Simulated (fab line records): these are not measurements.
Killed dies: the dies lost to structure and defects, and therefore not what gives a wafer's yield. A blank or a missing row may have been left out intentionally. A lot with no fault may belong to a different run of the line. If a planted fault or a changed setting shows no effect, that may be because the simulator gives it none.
fab line records	flow n5_finfet
[record] lots = 10	wafers = 30	last_day = 18
route steps=1938 shown BEOL_M6@1197
lots untouched by any fault: they come from a run of this same line in which no faults occurred
start_h: hours from the record's opening day to when the first of the lot's shown wafers began	wait_h: hours elapsed since this lot's preceding step	" as in the row above	L1.1+2: several wafers, shown together as one row	- no value, or no start given	* or withheld: withheld	< > ~ a bound
route shown NAME@n: NAME is a module with steps in the file, n the number in the route of the first one	usual: mean/standard deviation of fault-free wafers	same: alike in all rows	chamber/n: place in a boat	sites: each site's reading	_std_site: how widely they spread, as a standard deviation	_edge_site: inner sites' mean taken away from outer sites' mean	radius_mm: how far each site lies from the wafer's centre	mask NAME#n: copy n	behind: tool/chamber where the wafer was last shaped	hold: what put the lot on hold/how long, in hours/how the hold closed	device: names the non-switching transistor (n, p or np)	end of line: tests run on the same wafers once the route is complete	for a step that has no rows: nothing shown but its recipe	killed: the dies lost at the first sort to structure and to defects; this is not the yield of the wafer	map: a wafer's dies, marking killed ones x, the rest . and places with no die _
set.NAME: the setting as run; set.NAME@STEP: as run at that earlier step	model.NAME: the simulator's own value behind a step, which no gauge read
a sample of lots followed through the steps of the route, with each step as a table and each wafer as a row
services: when a tool's chamber went out of use (start_h, in hours from the record's first day, below 0 if earlier), for how many hours, and the reason
[[steps]]
[step N5_BEOL_M6_PECVD_70]
[recipe] material = SiO2	target_thk_a = 200	temp_c = 400	precursor = TEOS/O2	pressure_torr = 5.5	rf_w = 450	teos_flow_sccm = 53.8	gas = O2	flow_sccm = 3000	time_s = 22.7
[usual] heater_power_w = 734/110	showerhead_plenum_p_Torr = 8.79/0.061	showerhead_vpp_V = 1313/53	throttle_valve_pct = 22.7/1.1
lot.wafer	tool	chamber	start_h	wait_h	heater_power_w	showerhead_plenum_p_Torr	showerhead_vpp_V	throttle_valve_pct
L173.1	pecvd-04	1	200.58	0.0	609	8.91	1380	26.0
L173.3	"	2	"	"	855	8.79	1311	22.5
L173.6	"	0	"	"	675	8.78	1328	22.9
L172.2	pecvd-04	2	208.05	0.0	744	8.78	1311	22.5
L172.4	"	2	"	"	748	8.77	1304	22.6
L172.6	"	0	"	"	597	8.76	1305	22.6
L175.3	pecvd-03	0	215.02	0.1	670	8.76	1377	21.2
L175.4	"	1	"	"	898	8.79	1261	21.9
L175.5	"	1	"	"	896	8.80	1244	22.0
L171.1	pecvd-01	2	227.95	0.0	614	8.78	1361	22.3
L171.5	"	2	"	"	597	8.72	1362	22.3
L171.6	"	1	"	"	807	8.72	1275	23.1
L178.2	pecvd-04	2	231.29	0.0	851	8.77	1304	22.7
L178.3	"	1	"	"	626	8.93	1370	26.4
L178.5	"	0	"	"	669	8.77	1321	22.6
L176.3	pecvd-01	1	231.79	0.0	662	8.73	1269	23.2
L176.4	"	2	"	"	647	8.73	1381	22.0
L176.6	"	0	"	"	791	8.86	1331	22.9
L186.2	pecvd-01	1	296.78	0.0	754	8.73	1298	23.1
L186.3	"	0	"	"	698	8.86	1318	23.1
L186.4	"	0	"	"	710	8.87	1333	23.0
L187.1	pecvd-04	2	298.71	0.0	840	8.76	1311	23.1
L187.4	"	2	"	"	833	8.80	1320	23.1
L187.5	"	1	"	"	584	8.93	1354	26.2
L192.2	pecvd-03	0	332.69	0.0	639	8.76	1366	21.1
L192.3	"	1	"	"	868	8.80	1237	22.0
L192.4	"	0	"	"	658	8.77	1375	21.0
L194.2	pecvd-03	1	337.82	0.0	833	8.80	1253	22.1
L194.4	"	1	"	"	829	8.80	1236	21.9
L194.5	"	0	"	"	713	8.76	1389	21.1
[step N5_BEOL_M6_CURE_75]
[recipe] temp_c = 370	time_s = 120	ambient = DMADMS/He	material = SiCOH_lowk
[usual] lamp_power_pct = 52.31/0.05	wafer_temp_C_max = 371.4/0.46
lot.wafer	tool	chamber	start_h	wait_h	lamp_power_pct	wafer_temp_C_max
L173.1	uv_cure-01	0	204.83	0.0	52.33	371.9
L173.3	"	0	"	"	52.31	371.9
L173.6	"	0	"	"	52.24	371.5
L172.2	uv_cure-02	0	212.89	0.1	52.30	371.6
L172.4	"	0	"	"	52.34	371.1
L172.6	"	0	"	"	52.36	371.3
L175.3	uv_cure-02	1	219.67	0.2	52.33	371.7
L175.4	"	1	"	"	52.29	372.4
L175.5	"	1	"	"	52.34	372.2
L171.1	uv_cure-01	2	235.11	0.0	52.30	371.1
L171.5	"	2	"	"	52.30	370.6
L171.6	"	2	"	"	52.31	370.6
L178.2	uv_cure-02	1	235.26	0.1	52.33	371.6
L178.3	"	1	"	"	52.38	372.6
L178.5	"	1	"	"	52.29	372.2
L176.3	uv_cure-03	0	235.30	0.1	52.26	371.3
L176.4	"	0	"	"	52.33	370.8
L176.6	"	0	"	"	52.31	371.0
L186.2	uv_cure-03	2	301.36	0.1	52.29	370.7
L186.3	"	2	"	"	52.30	371.3
L186.4	"	2	"	"	52.21	371.4
L187.1	uv_cure-03	2	303.87	0.0	52.27	371.5
L187.4	"	2	"	"	52.29	372.1
L187.5	"	2	"	"	52.27	371.4
L192.2	uv_cure-01	0	338.39	0.1	52.29	371.3
L192.3	"	0	"	"	52.32	372.0
L192.4	"	0	"	"	52.33	371.3
L194.2	uv_cure-01	2	346.20	0.3	52.35	371.0
L194.4	"	2	"	"	52.39	371.2
L194.5	"	2	"	"	52.15	371.1
[step N5_BEOL_M6_CMP_52]
[recipe] stop_on = SiCOH_lowk	t_overpolish_s = 6.9	down_force_psi = 1	platen_rpm = 50	clearing_platen_down_force_psi = 1.5	clearing_platen_rpm = 50	post_cmp_clean = cu_alkaline	target_thk_nm = 80	clearing_platen_pad_velocity_m_s = 0.99484	pad_velocity_m_s = 0.99484
[usual] barrier_field_endpoint_s = 28.5/0.86	edge_zone_pressure_frac = 1.001/0.0051	motor_current_A = 6.1/0.42	overpolish_run_s = 6.901/0.0083
lot.wafer	tool	chamber	start_h	wait_h	barrier_field_endpoint_s	edge_zone_pressure_frac	motor_current_A	overpolish_run_s
L173.3	cmp-04	0	207.94	0.2	29.1	0.998	6.7	6.902
L173.1	"	3	"	"	28.0	1.005	5.9	6.898
L173.6	"	1	"	"	30.5	1.006	6.0	6.894
L172.2	cmp-03	0	215.85	0.2	27.5	1.010	5.8	6.912
L172.4	"	1	"	"	28.6	0.994	6.3	6.893
L172.6	"	0	"	"	27.5	1.001	5.7	6.916
L175.4	cmp-03	0	223.52	0.2	28.3	0.998	5.8	6.897
L175.3	"	1	"	"	29.6	1.001	6.1	6.899
L175.5	"	3	"	"	28.0	0.993	5.8	6.906
L171.1	cmp-04	3	237.47	0.3	28.5	1.000	5.8	6.891
L171.6	"	1	"	"	29.8	0.994	6.2	6.902
L171.5	"	2	"	"	28.3	0.992	6.8	6.907
L176.3	cmp-02	2	237.85	0.2	27.6	1.005	5.9	6.899
L176.4	"	3	"	"	29.3	1.008	5.9	6.896
L176.6	"	3	"	"	28.3	1.003	5.9	6.911
L178.3	cmp-03	3	237.92	0.2	27.1	1.004	5.7	6.897
L178.2	"	1	"	"	28.9	0.999	6.2	6.901
L178.5	"	0	"	"	27.3	0.993	5.6	6.906
L186.2	cmp-02	1	304.39	0.2	28.0	1.014	6.1	6.907
L186.3	"	2	"	"	27.3	1.006	5.8	6.886
L186.4	"	3	"	"	42.6	0.997	6.0	3.963
L187.1	cmp-02	1	306.87	0.3	28.5	0.994	5.6	6.902
L187.4	"	2	"	"	28.2	1.005	5.9	6.893
L187.5	"	0	"	"	28.8	1.001	6.4	6.906
L192.2	cmp-03	1	340.78	0.2	28.7	0.997	6.2	6.903
L192.3	"	3	"	"	27.7	1.001	5.5	6.899
L192.4	"	0	"	"	28.6	1.002	5.8	6.901
L194.2	cmp-02	2	347.90	0.5	26.9	0.997	6.1	6.906
L194.4	"	3	"	"	28.4	0.997	6.0	6.888
L194.5	"	1	"	"	27.4	1.000	5.6	6.905
[step N5_BEOL_M6_THK_MEAS_53]
[recipe] thk_meas_gauge = xrf	reads = Cu_of_BEOL_M6_ECD_50
[usual] M6_THK = 80.1/2.1
lot.wafer	tool	chamber	start_h	wait_h	M6_THK[nm]
L173.1	film_metro-01	-	208.24	-	79.1
L173.3	"	-	"	"	83.4
L173.6	"	-	"	"	84.4
L172.2	film_metro-01	-	216.11	-	78.0
L172.4	"	-	"	"	79.7
L172.6	"	-	"	"	76.5
L175.3	film_metro-02	-	223.74	-	81.8
L175.4	"	-	"	"	80.4
L175.5	"	-	"	"	79.1
L171.1	film_metro-02	-	237.69	-	75.6
L171.5	"	-	"	"	80.4
L171.6	"	-	"	"	86.7
L176.3	film_metro-01	-	238.14	-	77.4
L176.4	"	-	"	"	82.2
L176.6	"	-	"	"	79.1
L178.2	film_metro-02	-	238.22	-	82.0
L178.3	"	-	"	"	81.4
L178.5	"	-	"	"	81.8
L186.2	film_metro-02	-	304.68	-	79.9
L186.3	"	-	"	"	81.4
L186.4	"	-	"	"	83.5
L187.1	film_metro-01	-	307.08	-	76.3
L187.4	"	-	"	"	80.1
L187.5	"	-	"	"	77.8
L192.2	film_metro-02	-	341.07	-	79.6
L192.3	"	-	"	"	80.5
L192.4	"	-	"	"	79.0
L194.2	film_metro-02	-	348.11	-	77.4
L194.4	"	-	"	"	80.2
L194.5	"	-	"	"	77.8
[step N5_BEOL_M6_RS_MEAS_57]
[recipe] thk_meas_gauge = four-point-probe	reads = Cu_of_BEOL_M6_ECD_50+Co_of_BEOL_M6_CVD_78+TaN_of_BEOL_M6_ALD_77
[usual] M6_RS = 0.287/0.0088
lot.wafer	tool	chamber	start_h	wait_h	M6_RS[ohm/sq]
L173.1	film_metro-02	-	208.40	0.1	0.288
L173.3	"	-	"	"	0.270
L173.6	"	-	"	"	0.265
L172.2	film_metro-01	-	216.24	0.1	0.293
L172.4	"	-	"	"	0.285
L172.6	"	-	"	"	0.299
L175.3	film_metro-01	-	223.87	0.1	0.280
L175.4	"	-	"	"	0.287
L175.5	"	-	"	"	0.291
L171.1	film_metro-01	-	237.82	0.1	0.307
L171.5	"	-	"	"	0.285
L171.6	"	-	"	"	0.260
L176.3	film_metro-01	-	238.27	0.1	0.296
L176.4	"	-	"	"	0.275
L176.6	"	-	"	"	0.290
L178.2	film_metro-02	-	238.35	0.1	0.283
L178.3	"	-	"	"	0.286
L178.5	"	-	"	"	0.283
L186.2	film_metro-02	-	304.81	0.1	0.292
L186.3	"	-	"	"	0.286
L186.4	"	-	"	"	0.277
L187.1	film_metro-01	-	307.21	0.1	0.301
L187.4	"	-	"	"	0.286
L187.5	"	-	"	"	0.295
L192.2	film_metro-01	-	341.21	0.1	0.290
L192.3	"	-	"	"	0.286
L192.4	"	-	"	"	0.291
L194.2	film_metro-02	-	348.25	0.1	0.304
L194.4	"	-	"	"	0.288
L194.5	"	-	"	"	0.300
[[services]]
tool	chamber	start_h	hours	kind
uv_cure-01	-	201.96	0.4	repair
pecvd-03	2	202.38	-	clean
pecvd-03	2	202.38	-	consumable_replace:showerhead
pecvd-03	2	202.38	29.0	scheduled_down
pecvd-03	2	202.38	29.0	vent_cycle
cmp-02	-	211.56	3.1	pm
cmp-04	-	212.74	4.0	pm
uv_cure-01	-	250.88	7.5	pm
pecvd-01	2	254.64	5.5	scheduled_down
pecvd-03	2	264.54	2.1	scheduled_down
cmp-04	-	276.61	1.3	repair
pecvd-01	-	276.86	5.5	pm
pecvd-04	1	295.10	2.1	scheduled_down
cmp-03	-	305.07	4.0	pm
cmp-03	-	309.07	-	consumable_replace:conditioner
cmp-03	-	309.07	-	consumable_replace:pad
uv_cure-03	-	310.08	2.0	repair
uv_cure-03	-	316.30	7.5	pm
uv_cure-02	-	317.76	1.0	pm
cmp-03	-	329.00	0.5	repair
uv_cure-02	-	332.44	2.8	pm
pecvd-04	0	342.55	3.9	repair
cmp-04	-	343.77	13.2	pm
uv_cure-03	-	344.29	6.5	repair
[[key]]
[first_sign] step = N5_BEOL_M6_CMP_52	reading = overpolish_run_s	direction = down	sigmas = 99+	usual = 6.901	struck = 3.963
[effect] step = N5_BEOL_M6_CMP_52	reading = barrier_field_endpoint_s	direction = up	sigmas = 16	usual = 28.5	struck = 42.6
met_at N5_BEOL_M6_PECVD_70
struck_lots L186
struck_wafers L186.4
not_acting_at N5_BEOL_M6_CURE_75,N5_BEOL_M6_THK_MEAS_53,N5_BEOL_M6_RS_MEAS_57
onset_between 231.79 296.78
[fault] kind = process_parameter_drift	tool = pecvd-01	chamber = -	onset_h = 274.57	steps = N5_BEOL_M6_PECVD_70	channel = time_s	offset = *	shape = step	end_h = 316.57	scope = struck_wafers_only	acts_in = *	stated = *
